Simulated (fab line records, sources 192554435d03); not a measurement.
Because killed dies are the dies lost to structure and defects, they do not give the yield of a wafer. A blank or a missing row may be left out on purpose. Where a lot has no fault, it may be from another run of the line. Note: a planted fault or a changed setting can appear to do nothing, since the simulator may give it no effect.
Which tool is to blame? -- flow n5_finfet -- 27 wafers from 9 lots sampled at 5 of the route's 1938 steps

WHAT THE GAUGES READ, wafer by wafer
N5_BEOL_M4_RC_MEAS_101.
lot,measured,on,DIBL_N (mV/V),DIBL_P (mV/V),IOFF_N (nA/um),IOFF_P (nA/um),ION_N (uA/um),ION_P (uA/um),RS_NWELL (ohm/sq),SS_N (mV/dec),SS_P (mV/dec),VT_N (mV),VT_P (mV)
L712,day 8 22:50,prober-01,38.0 36.5 37.5,39.7 37.5 39.1,0.19 0.16 0.18,0.24 0.20 0.23,682 676 678,462 460 458,1030 1036 1037,72.3 71.0 71.5,73.6 73.5 74.0,247 250 248,-250 -252 -251
L716,day 9 22:57,prober-02,34.1 36.1 33.6,34.9 36.7 34.7,0.11 0.13 0.11,0.15 0.18 0.15,642 654 647,447 443 446,1053 1049 1042,71.1 71.3 70.5,73.3 72.7 72.5,257 257 256,-253 -252 -255
L717,day 9 12:34,prober-01,37.7 34.6 35.9,38.4 34.7 35.1,0.17 0.13 0.14,0.21 0.16 0.17,670 671 655,455 456 447,1038 1039 1033,72.2 71.1 71.1,73.5 72.0 73.6,251 252 252,-253 -255 -254
L721,day 10 21:43,prober-01,35.9 35.4 37.8,35.9 35.4 37.7,0.17 0.15 0.20,0.25 0.24 0.29,683 667 672,479 470 474,1039 1043 1035,71.0 72.1 71.9,72.7 72.2 73.1,246 250 245,-243 -244 -243
L724,day 11 22:43,prober-01,36.3 31.7 38.1,38.6 31.5 40.0,0.17 0.10 0.20,0.25 0.15 0.28,680 651 668,468 457 464,782 776 781,71.7 69.3 72.6,74.3 72.0 74.5,246 256 248,-247 -250 -248
L725,day 12 07:16,prober-01,34.9 35.1 34.5,37.2 36.2 36.0,0.14 0.13 0.13,0.22 0.19 0.19,669 664 674,465 460 463,770 774 782,70.8 71.2 71.3,73.9 74.0 73.4,252 255 250,-251 -253 -253
L733,day 13 14:30,prober-02,38.1 39.6 37.0,36.4 38.4 35.7,0.17 0.20 0.15,0.25 0.29 0.23,687 671 683,471 462 470,1042 1038 1035,71.4 72.5 70.7,73.9 73.2 73.3,247 250 249,-248 -247 -248
L734,day 14 18:44,prober-02,37.6 36.9 36.6,38.4 37.5 37.7,0.18 0.16 0.16,0.24 0.22 0.23,684 671 676,467 460 469,1041 1044 1046,72.0 71.8 71.8,72.7 73.1 73.9,248 249 249,-250 -254 -251
L735,day 15 19:44,prober-01,36.6 36.8 35.9,36.4 35.9 35.0,0.15 0.16 0.14,0.19 0.20 0.18,669 682 670,454 464 455,1027 1031 1026,71.8 71.9 71.6,72.8 73.6 73.4,251 248 251,-252 -253 -254

EACH LOT AND THE TOOL THAT RAN IT (in order: tool; ch and the chambers of the sampled wafers; start)
lot,N5_ZERO_LAYER_PECVD_02,N5_ZERO_LAYER_ETCH_17,N5_WELL_APT_IMPLANT_14,N5_WELL_APT_DESCUM_30
L712,"pecvd-03 ch 0,1,2, day 1 12:19","rie_diel-05 ch 0,1,3, day 1 12:44","implanter-02 ch 0, day 1 13:50","rie_diel-04 ch 0,1,3, day 1 14:48"
L716,"pecvd-02 ch 0,2, day 2 12:18","rie_diel-06 ch 0,3, day 2 12:52","implanter-02 ch 0, day 2 14:04","rie_diel-04 ch 0,3, day 2 15:05"
L717,"pecvd-01 ch 1,2, day 2 18:17","rie_diel-06 ch 0,1,3, day 2 19:31","implanter-01 ch 0, day 2 20:40","rie_diel-02 ch 1,3, day 2 22:03"
L721,"pecvd-02 ch 0,1,2, day 3 18:17","rie_diel-03 ch 1,2,3, day 3 18:50","implanter-01 ch 0, day 3 19:56","rie_diel-04 ch 0,1, day 3 21:05"
L724,"pecvd-03 ch 1,2, day 4 12:19","rie_diel-03 ch 0,3, day 4 12:53","implanter-01 ch 0, day 4 13:58","rie_diel-02 ch 0,3, day 4 15:05"
L725,"pecvd-02 ch 0,1, day 4 18:17","rie_diel-03 ch 0,2,3, day 4 18:43","implanter-01 ch 0, day 4 19:57","rie_diel-04 ch 0,2,3, day 4 21:04"
L733,"pecvd-02 ch 1,2, day 6 18:17","rie_diel-06 ch 0,3, day 6 18:50","implanter-02 ch 0, day 6 20:08","rie_diel-04 ch 2,3, day 6 21:08"
L734,"pecvd-02 ch 0,1, day 7 00:17","rie_diel-03 ch 0,2, day 7 00:43","implanter-02 ch 0, day 7 01:53","rie_diel-01 ch 1,2,3, day 7 02:54"
L735,"pecvd-01 ch 0,1,2, day 7 06:17","rie_diel-05 ch 0,2,3, day 7 06:43","implanter-02 ch 0, day 7 07:45","rie_diel-02 ch 0,2,3, day 7 09:09"
- N5_ZERO_LAYER_PECVD_02: deposits SiO2 from SiH4/N2O, target thk 10 nm, time 6 s.
- N5_ZERO_LAYER_ETCH_17: etches SiO2 in CF4, target depth 12 nm, time 13.3 s.
- N5_WELL_APT_IMPLANT_14
- N5_WELL_APT_DESCUM_30: chemistry O2, time 7.9 s.

WHAT THE TOOLS THEMSELVES READ (means of the sampled wafers that have a number; where no wafer has one, the mark that the record gives instead)
N5_ZERO_LAYER_PECVD_02.
lot,tool,heater_power_w (W),showerhead_plenum_p_Torr (Torr)
L712,pecvd-03,865,8.20
L716,pecvd-02,878,8.16
L717,pecvd-01,791,8.16
L721,pecvd-02,791,8.14
L724,pecvd-03,844,8.23
L725,pecvd-02,772,8.17
L733,pecvd-02,625,8.10
L734,pecvd-02,754,8.16
L735,pecvd-01,814,8.14

N5_ZERO_LAYER_ETCH_17.
lot,tool,drypump_motor_current_A (A),oes_product_au (a.u.),rf_vpp_V (V),showerhead_plenum_p_Torr (Torr),throttle_valve_pct (%)
L712,rie_diel-05,6.1,0.76,948,2.14,15.64
L716,rie_diel-06,5.8,0.79,956,2.24,15.53
L717,rie_diel-06,5.7,0.81,950,2.16,15.57
L721,rie_diel-03,5.5,0.89,949,2.15,15.40
L724,rie_diel-03,5.2,0.83,953,2.23,15.54
L725,rie_diel-03,5.5,0.80,949,2.16,15.46
L733,rie_diel-06,5.8,0.76,954,2.23,15.56
L734,rie_diel-03,5.7,0.77,946,2.11,15.45
L735,rie_diel-05,5.5,0.79,949,2.15,15.61

N5_WELL_APT_IMPLANT_14.
lot,tool,dose_ions_cm2,faraday_current_uA
L712,implanter-02,1.5006e+13,190
L716,implanter-02,1.4999e+13,187
L717,implanter-01,1.5018e+13,189
L721,implanter-01,1.4990e+13,187
L724,implanter-01,2.4986e+13,316
L725,implanter-01,2.4997e+13,313
L733,implanter-02,1.5009e+13,187
L734,implanter-02,1.5004e+13,189
L735,implanter-02,1.5005e+13,188

N5_WELL_APT_DESCUM_30.
lot,tool,drypump_motor_current_A (A),oes_product_au (a.u.),rf_vpp_V (V),showerhead_plenum_p_Torr (Torr),throttle_valve_pct (%)
L712,rie_diel-04,6.0,0.75,243.1,2.07,20.25
L716,rie_diel-04,5.8,0.75,242.0,2.05,20.16
L717,rie_diel-02,5.7,0.76,243.2,2.12,20.20
L721,rie_diel-04,6.2,0.72,244.1,2.08,20.39
L724,rie_diel-02,5.5,0.71,244.2,2.13,20.21
L725,rie_diel-04,5.8,0.78,241.8,2.03,20.17
L733,rie_diel-04,5.8,0.79,243.4,2.07,20.11
L734,rie_diel-01,5.5,0.83,244.1,2.17,20.38
L735,rie_diel-02,5.6,0.70,242.7,2.07,20.37

THE ANSWER, worked out from the rows above alone
Rule: usual is defined by the lots themselves. Put in order of their means at a reading, lots are off if they are a third of the lots or fewer, leave a main group of 4 or more, and stand apart from it by a gap of 3 or more times the standard deviation of the main group's means; of several such gaps the widest counts. If all means in a main group match to the digits the tables above print for the reading, that group is not used. A lot without any number at a reading at which 4 lots or more have one is off too. Where the step has rows for the other lots, those lots are counted as sound. The gauges are gone through in route order, then the tools' own readings, and for those a lot's mean is taken as printed above. At the first step where some lot is off, the reading lying furthest off is the one used; lots without a number count as furthest.
Off: L724, L725, at N5_BEOL_M4_RC_MEAS_101 (RS_NWELL). The main group: mean 1038 ohm/sq, standard deviation 6.
If a tool, at a process step before that reading, ran all the lots that are off and no sound lot after the first of them, it fits. The gauges at N5_BEOL_M4_RC_MEAS_101 aren't tried: what is off there is off at N5_WELL_APT_IMPLANT_14 too, on other tools, and a gauge's error can't cause that. One candidate fits, namely implanter-01 at N5_WELL_APT_IMPLANT_14. Its last sound lot is L721 (day 3 19:56), its first lot that is off L724 (day 4 13:58): a fault that began between those two fits.
The tool's own readings at N5_WELL_APT_IMPLANT_14 bear it out: on the lots that are off they differ by more than 5 times the standard deviation of the sound lots' means. dose_ions_cm2 reads 2.4992e+13 there against 1.5004e+13 on the sound lots; faraday_current_uA reads 314 there against 188 on the sound lots.

WHAT THE SIMULATOR PUT IN
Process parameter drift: implanter-01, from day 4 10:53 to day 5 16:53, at N5_WELL_APT_IMPLANT_14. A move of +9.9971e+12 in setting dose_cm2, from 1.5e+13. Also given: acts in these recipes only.
Struck lots among those shown: L724, L725. The rule above reached the same finding.
